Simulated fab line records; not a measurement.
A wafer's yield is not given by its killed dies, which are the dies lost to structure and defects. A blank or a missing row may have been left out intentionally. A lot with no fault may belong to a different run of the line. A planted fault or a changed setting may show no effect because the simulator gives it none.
Matching of chambers ; flow n5_finfet ; N5_BEOL_M14_VIA_ETCH_16 on rie_diel-04: 4 sister chambers
The step etches SiO2 in C4F8/O2/Ar, target depth 1231.3 nm. 8 wafers are shown with their chamber, then 8 later ones without.

## WAFERS PAIRED WITH THEIR CHAMBERS
wafer;chamber;rf_vpp_V (V);showerhead_plenum_p_Torr (Torr)
L077.1;1;2193;3.29
L077.5;2;2228;3.52
L082.4;3;2152;3.27
L082.5;1;2191;3.29
L080.1;0;2318;3.41
L080.3;3;2152;3.27
L080.6;2;2227;3.51
L092.1;0;2315;3.41

## WAFERS WITHOUT THEIR CHAMBER
wafer;rf_vpp_V (V);showerhead_plenum_p_Torr (Torr)
L092.3;2225;3.49
L092.5;2149;3.26
L097.1;2228;3.67
L097.4;2225;3.49
L097.6;2316;3.40
L095.2;2228;3.67
L095.4;2315;3.40
L095.5;2225;3.48

## THE CHAMBER EACH PASSED THROUGH
wafer;from the rows above;in truth
L092.3;2;2
L092.5;3;3
L097.1;2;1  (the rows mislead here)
L097.4;2;2
L097.6;0;0
L095.2;2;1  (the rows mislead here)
L095.4;0;0
L095.5;2;2
Correctly placed: 6 of 8. Number that these rows cannot place: 0. Number placed wrongly: 2.
How it was worked out, from the rows above alone: a wafer's distance from a chamber is the root of the sum, over the readings, of the square of ((its reading less the chamber's mean) divided by the reading's scatter). The wafer belongs to the nearest chamber; if the next one is less than 2 further off, it can't be placed. For every chamber, the mean is computed from those of its wafers that are shown. How the scatter is found: for the shown wafers, subtract from each reading the mean of its chamber, square and add these, divide the total by (wafers less chambers), then take the root.
